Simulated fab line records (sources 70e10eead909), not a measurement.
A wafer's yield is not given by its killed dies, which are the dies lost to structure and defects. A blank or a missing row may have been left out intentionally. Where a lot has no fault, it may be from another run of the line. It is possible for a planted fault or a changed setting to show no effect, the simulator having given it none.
What tool caused it? || flow nand_harc || 12 lots, 36 wafers sampled, at 4 steps of a route of 1159

WHAT THE GAUGES SHOWED, per wafer
NHARC_P_GATE_CD_MEAS_91 targets a cd of 2000 nm. Usual: cd_nm at 2000.6 nm, with a standard deviation of 1.8.
{"lot": "L779", "measured": "day 5 09:59", "on": "cd_sem-02", "cd_nm (nm)": "2004.2 2002.1 1998.0", "flag": ""}
{"lot": "L782", "measured": "day 6 03:29", "on": "cd_sem-02", "cd_nm (nm)": "2001.0 2001.1 2001.0", "flag": ""}
{"lot": "L783", "measured": "day 6 05:29", "on": "cd_sem-01", "cd_nm (nm)": "1999.7 2003.4 1999.4", "flag": ""}
{"lot": "L787", "measured": "day 7 09:25", "on": "cd_sem-01", "cd_nm (nm)": "2000.5 2000.8 2000.3", "flag": ""}
{"lot": "L788", "measured": "day 7 09:44", "on": "cd_sem-01", "cd_nm (nm)": "1998.6 2001.9 2000.1", "flag": ""}
{"lot": "L790", "measured": "day 7 20:23", "on": "cd_sem-03", "cd_nm (nm)": "2000.3 1998.2 2001.9", "flag": ""}
{"lot": "L792", "measured": "day 8 12:46", "on": "cd_sem-02", "cd_nm (nm)": "1996.9 1997.9 1997.0", "flag": ""}
{"lot": "L791", "measured": "day 8 15:14", "on": "cd_sem-02", "cd_nm (nm)": "1939.8 1937.7 1940.6", "flag": "OFF"}
{"lot": "L795", "measured": "day 9 08:55", "on": "cd_sem-01", "cd_nm (nm)": "1995.7 1996.4 1997.3", "flag": ""}
{"lot": "L796", "measured": "day 9 15:50", "on": "cd_sem-01", "cd_nm (nm)": "2000.2 2002.3 2001.6", "flag": ""}
{"lot": "L797", "measured": "day 9 21:11", "on": "cd_sem-02", "cd_nm (nm)": "2001.3 2000.5 1997.4", "flag": ""}
{"lot": "L802", "measured": "day 11 03:08", "on": "cd_sem-02", "cd_nm (nm)": "2003.3 2004.5 2000.6", "flag": ""}

NHARC_P_M0_INSPECT_27. Usual: raw_defect_count at 329, with a standard deviation of 130.
{"lot": "L779", "measured": "day 6 02:43", "on": "defect_inspect-02", "raw_defect_count": "127 163 212", "flag": ""}
{"lot": "L782", "measured": "day 6 15:29", "on": "defect_inspect-01", "raw_defect_count": "281 470 534", "flag": ""}
{"lot": "L783", "measured": "day 6 20:17", "on": "defect_inspect-01", "raw_defect_count": "434 688 351", "flag": ""}
{"lot": "L787", "measured": "day 7 21:38", "on": "defect_inspect-02", "raw_defect_count": "241 527 299", "flag": ""}
{"lot": "L788", "measured": "day 7 22:11", "on": "defect_inspect-01", "raw_defect_count": "366 416 499", "flag": ""}
{"lot": "L790", "measured": "day 8 11:26", "on": "defect_inspect-02", "raw_defect_count": "399 281 288", "flag": ""}
{"lot": "L792", "measured": "day 9 05:26", "on": "defect_inspect-02", "raw_defect_count": "167 263 220", "flag": ""}
{"lot": "L791", "measured": "day 9 06:26", "on": "defect_inspect-02", "raw_defect_count": "267 221 257", "flag": ""}
{"lot": "L795", "measured": "day 10 01:38", "on": "defect_inspect-02", "raw_defect_count": "458 554 351", "flag": ""}
{"lot": "L796", "measured": "day 10 08:03", "on": "defect_inspect-01", "raw_defect_count": "476 380 324", "flag": ""}
{"lot": "L797", "measured": "day 10 08:47", "on": "defect_inspect-01", "raw_defect_count": "303 226 178", "flag": ""}
{"lot": "L802", "measured": "day 11 18:04", "on": "defect_inspect-01", "raw_defect_count": "430 179 320", "flag": ""}

NHARC_P_M1_CD_MEAS_09 targets a cd of 130 nm. Usual: cd_nm at 130.2 nm, with a standard deviation of 0.76.
{"lot": "L779", "measured": "day 6 04:07", "on": "cd_sem-02", "cd_nm (nm)": "129.3 130.0 130.3", "flag": ""}
{"lot": "L782", "measured": "day 6 16:52", "on": "cd_sem-01", "cd_nm (nm)": "130.0 130.5 129.4", "flag": ""}
{"lot": "L783", "measured": "day 6 21:34", "on": "cd_sem-01", "cd_nm (nm)": "131.1 129.5 129.9", "flag": ""}
{"lot": "L787", "measured": "day 7 23:02", "on": "cd_sem-02", "cd_nm (nm)": "131.3 131.8 131.5", "flag": ""}
{"lot": "L788", "measured": "day 7 23:37", "on": "cd_sem-03", "cd_nm (nm)": "129.9 130.1 129.5", "flag": ""}
{"lot": "L790", "measured": "day 8 12:42", "on": "cd_sem-02", "cd_nm (nm)": "130.4 130.7 131.4", "flag": ""}
{"lot": "L792", "measured": "day 9 06:50", "on": "cd_sem-01", "cd_nm (nm)": "129.9 129.8 130.1", "flag": ""}
{"lot": "L791", "measured": "day 9 07:50", "on": "cd_sem-02", "cd_nm (nm)": "129.2 129.0 129.2", "flag": ""}
{"lot": "L795", "measured": "day 10 03:04", "on": "cd_sem-03", "cd_nm (nm)": "129.7 130.5 130.6", "flag": ""}
{"lot": "L796", "measured": "day 10 09:29", "on": "cd_sem-02", "cd_nm (nm)": "129.7 130.1 129.8", "flag": ""}
{"lot": "L797", "measured": "day 10 10:11", "on": "cd_sem-01", "cd_nm (nm)": "129.3 130.0 130.1", "flag": ""}
{"lot": "L802", "measured": "day 11 19:36", "on": "cd_sem-01", "cd_nm (nm)": "129.7 130.9 129.4", "flag": ""}

EACH LOT AND THE TOOL THAT RAN IT (in order: tool; ch and the chambers of the sampled wafers; start)
{"lot": "L779", "NHARC_P_GATE_EXPOSE_88": "krf_scanner-02 ch 0, day 5 09:50"}
{"lot": "L782", "NHARC_P_GATE_EXPOSE_88": "krf_scanner-02 ch 0, day 6 03:20"}
{"lot": "L783", "NHARC_P_GATE_EXPOSE_88": "krf_scanner-01 ch 0, day 6 05:20"}
{"lot": "L787", "NHARC_P_GATE_EXPOSE_88": "krf_scanner-02 ch 0, day 7 09:16"}
{"lot": "L788", "NHARC_P_GATE_EXPOSE_88": "krf_scanner-01 ch 0, day 7 09:35"}
{"lot": "L790", "NHARC_P_GATE_EXPOSE_88": "krf_scanner-02 ch 0, day 7 20:14"}
{"lot": "L792", "NHARC_P_GATE_EXPOSE_88": "krf_scanner-04 ch 0, day 8 12:37"}
{"lot": "L791", "NHARC_P_GATE_EXPOSE_88": "krf_scanner-02 ch 0, day 8 15:05"}
{"lot": "L795", "NHARC_P_GATE_EXPOSE_88": "krf_scanner-02 ch 0, day 9 08:46"}
{"lot": "L796", "NHARC_P_GATE_EXPOSE_88": "krf_scanner-01 ch 0, day 9 15:41"}
{"lot": "L797", "NHARC_P_GATE_EXPOSE_88": "krf_scanner-01 ch 0, day 9 21:02"}
{"lot": "L802", "NHARC_P_GATE_EXPOSE_88": "krf_scanner-01 ch 0, day 11 02:59"}
- NHARC_P_GATE_EXPOSE_88: exposes mask P HVN, target cd 2000 nm.

WHAT THE TOOLS THEMSELVES READ (means of the sampled wafers that have a number; where no wafer has one, the mark that the record gives instead)
The record holds no such reading with a usual standard deviation.

THE ANSWER, worked out from the rows above alone
Rule: lot off if the mean of its wafers having a number is beyond 3 standard deviations from the usual mean. Also off: a lot with no number at a reading for which 4 or more lots have one. The other lots that the step has rows for count as sound. Order of review: gauges by route order, followed by the tools' own readings, for which a lot's mean as printed above is used. At the first step where some lot is off, the reading lying furthest off is the one used; lots without a number count as furthest.
Off, at NHARC_P_GATE_CD_MEAS_91 on cd_nm: L791.
If a tool, at a process step before that reading, ran all the lots that are off and no sound lot after the first of them, it fits. Gauges at NHARC_P_GATE_CD_MEAS_91: tried the same way as those tools. Not one of the candidates tried fits.

WHAT THE SIMULATOR PUT IN
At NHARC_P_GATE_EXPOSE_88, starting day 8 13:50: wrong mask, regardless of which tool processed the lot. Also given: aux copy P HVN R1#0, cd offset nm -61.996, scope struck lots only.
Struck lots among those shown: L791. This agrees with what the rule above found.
